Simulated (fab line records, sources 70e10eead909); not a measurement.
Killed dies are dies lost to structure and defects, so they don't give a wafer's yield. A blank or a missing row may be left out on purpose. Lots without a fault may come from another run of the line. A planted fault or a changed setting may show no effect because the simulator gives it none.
Which tool did it? | flow nand_harc | 6 lots, 16 wafers sampled, at 5 steps of a route of 1159

WHAT THE GAUGES READ, wafer by wafer
NHARC_END_SORT_01.
lot  | measured     | on        | killed_at_array
L683 | day 22 00:31 | prober-02 | 490
L684 | day 22 10:19 | prober-01 | 511 16 514

WHICH TOOL RAN EACH LOT (tool, then ch and the chambers of the sampled wafers, then the start)
lot  | NHARC_A_M0_DEGAS_28          | NHARC_A_M0_PVD_20                       | NHARC_A_M1_ETCH_15                            | NHARC_A_M1_ECD_22
L675 | pvd_sputter-02, day 17 20:51 | pvd_sputter-02, day 18 01:20 or earlier | rie_diel-06 ch 1,3, day 18 01:20 or earlier   | ecd_cu-02 ch 0,1, day 18 01:20
L680 | pvd_sputter-03, day 18 01:52 | pvd_sputter-03, day 18 06:29 or earlier | rie_diel-01 ch 0,3, day 18 06:29 or earlier   | ecd_cu-02 ch 0,1, day 18 06:29
L683 | pvd_sputter-01, day 19 13:19 | pvd_sputter-01, day 19 17:53 or earlier | rie_diel-01 ch 1, day 19 17:53 or earlier     | ecd_cu-02 ch 0, day 19 17:53
L684 | pvd_sputter-02, day 20 05:39 | pvd_sputter-02, day 20 08:55 or earlier | rie_diel-06 ch 0,3, day 20 08:55              | ecd_cu-02 ch 0,1, day 20 10:32
L693 | pvd_sputter-01, day 21 17:59 | pvd_sputter-01, day 21 22:55 or earlier | rie_diel-12 ch 0,1,2, day 21 22:55 or earlier | ecd_cu-01 ch 0,1, day 21 22:55
L695 | pvd_sputter-03, day 22 22:38 | pvd_sputter-03, day 23 03:19 or earlier | rie_diel-12 ch 0,2, day 23 03:19 or earlier   | ecd_cu-01 ch 0,1, day 23 03:19
- NHARC_A_M0_DEGAS_28: time 60 s.
- NHARC_A_M0_PVD_20: deposits TaN, target thk 5 nm, time 8.06 s.
- NHARC_A_M1_ETCH_15: etches the open film in C4F8/Ar, target depth 182.5 nm, time 91.2 s.
- NHARC_A_M1_ECD_22: material Cu, target thk 400 nm.

THE ANSWER, worked out from the rows above alone
Rule: what is usual is taken from the lots themselves. Put in order of their means at a reading, lots are off if they are a third of the lots or fewer, leave a main group of 4 or more, and stand apart from it by a gap of 3 or more times the standard deviation of the main group's means; of several such gaps the widest counts. A main group whose means are all the same, to the digits that the tables above print for the reading, isn't used. A lot without any number at a reading at which 4 lots or more have one is off too. The other lots that the step has rows for count as sound.
No lot is off at any reading shown: from this, nothing can be told.

WHAT THE SIMULATOR HAD PUT IN
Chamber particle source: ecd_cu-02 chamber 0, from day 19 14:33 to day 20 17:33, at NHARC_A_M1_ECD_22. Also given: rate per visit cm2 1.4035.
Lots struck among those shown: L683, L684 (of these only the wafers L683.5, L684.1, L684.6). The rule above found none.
